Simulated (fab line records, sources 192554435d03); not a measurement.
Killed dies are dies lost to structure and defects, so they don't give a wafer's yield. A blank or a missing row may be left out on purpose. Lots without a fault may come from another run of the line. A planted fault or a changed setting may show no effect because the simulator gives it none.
Chamber matching | flow n5_finfet | N5_MOL_CONTACT_COAG_ETCH_124 on rie_diel-05: 4 sister chambers
The step etches SiNx in CH3F/O2, stops on SiOC, target depth 6.5 nm. 4 wafers are shown with their chamber, then 8 later ones without.

WAFERS WITH THEIR CHAMBER
wafer  | chamber | rf_vpp_V (V)
L083.6 | 1       | 286
L094.2 | 3       | 303
L094.6 | 0       | 296
L095.1 | 2       | 301

WAFERS WITHOUT THEIR CHAMBER
wafer  | rf_vpp_V (V)
L095.3 | 297
L095.5 | 300
L096.1 | 302
L096.2 | 300
L096.5 | 301
L097.1 | 302
L097.2 | 287
L097.4 | 301

WHICH CHAMBER EACH WENT THROUGH
wafer  | from the rows above     | in truth
L095.3 | 0                       | 0
L095.5 | 2                       | 2
L096.1 | can't be placed: 2 or 3 | 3
L096.2 | 2                       | 2
L096.5 | 2                       | 2
L097.1 | can't be placed: 2 or 3 | 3
L097.2 | 1                       | 1
L097.4 | 2                       | 2
Placed correctly: 6 of 8. Can't be placed from these rows: 2 (the true chamber is among the candidates in 2). Placed wrongly: 0.
How it was worked out, from the rows above alone: a wafer's distance from a chamber is the root of the sum, over the readings, of the square of ((its reading less the chamber's mean) divided by the reading's scatter). The wafer belongs to the nearest chamber; if the next one is less than 2 further off, it can't be placed. A chamber's mean is the mean of its shown wafers. The scatter: with one shown wafer a chamber, the root of the mean of the squares of how far each hidden wafer lies from its nearest shown one.
